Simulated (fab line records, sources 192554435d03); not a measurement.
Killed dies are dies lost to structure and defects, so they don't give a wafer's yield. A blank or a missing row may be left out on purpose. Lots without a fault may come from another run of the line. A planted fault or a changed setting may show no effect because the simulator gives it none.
Chamber matching | flow n5_finfet | N5_BEOL_M7_ETCH_61 on rie_diel-02: 4 sister chambers
The step etches SiARC in CF4, target depth 45.5 nm, time 75.8 s. 4 wafers are shown with their chamber, then 10 later ones without.

WAFERS WITH THEIR CHAMBER
wafer  | chamber | showerhead_plenum_p_Torr (Torr)
L077.5 | 2       | 2.11
L089.4 | 0       | 2.12
L089.5 | 1       | 2.20
L091.4 | 3       | 2.04

WAFERS WITHOUT THEIR CHAMBER
wafer  | showerhead_plenum_p_Torr (Torr)
L091.5 | 2.20
L097.2 | 2.10
L097.4 | 2.11
L097.6 | 2.04
L095.3 | 2.20
L095.4 | 2.10
L095.5 | 2.20
L096.2 | 2.10
L096.3 | 2.20
L096.5 | 2.10

WHICH CHAMBER EACH WENT THROUGH
wafer  | from the rows above     | in truth
L091.5 | 1                       | 1
L097.2 | can't be placed: 2 or 0 | 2
L097.4 | can't be placed: 2 or 0 | 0
L097.6 | 3                       | 3
L095.3 | 1                       | 1
L095.4 | can't be placed: 2 or 0 | 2
L095.5 | 1                       | 1
L096.2 | can't be placed: 2 or 0 | 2
L096.3 | 1                       | 1
L096.5 | can't be placed: 2 or 0 | 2
Placed correctly: 5 of 10. Can't be placed from these rows: 5 (the true chamber is among the candidates in 5). Placed wrongly: 0.
How it was worked out, from the rows above alone: a wafer's distance from a chamber is the root of the sum, over the readings, of the square of ((its reading less the chamber's mean) divided by the reading's scatter). The wafer belongs to the nearest chamber; if the next one is less than 2 further off, it can't be placed. A chamber's mean is the mean of its shown wafers. The scatter: with one shown wafer a chamber, the root of the mean of the squares of how far each hidden wafer lies from its nearest shown one.
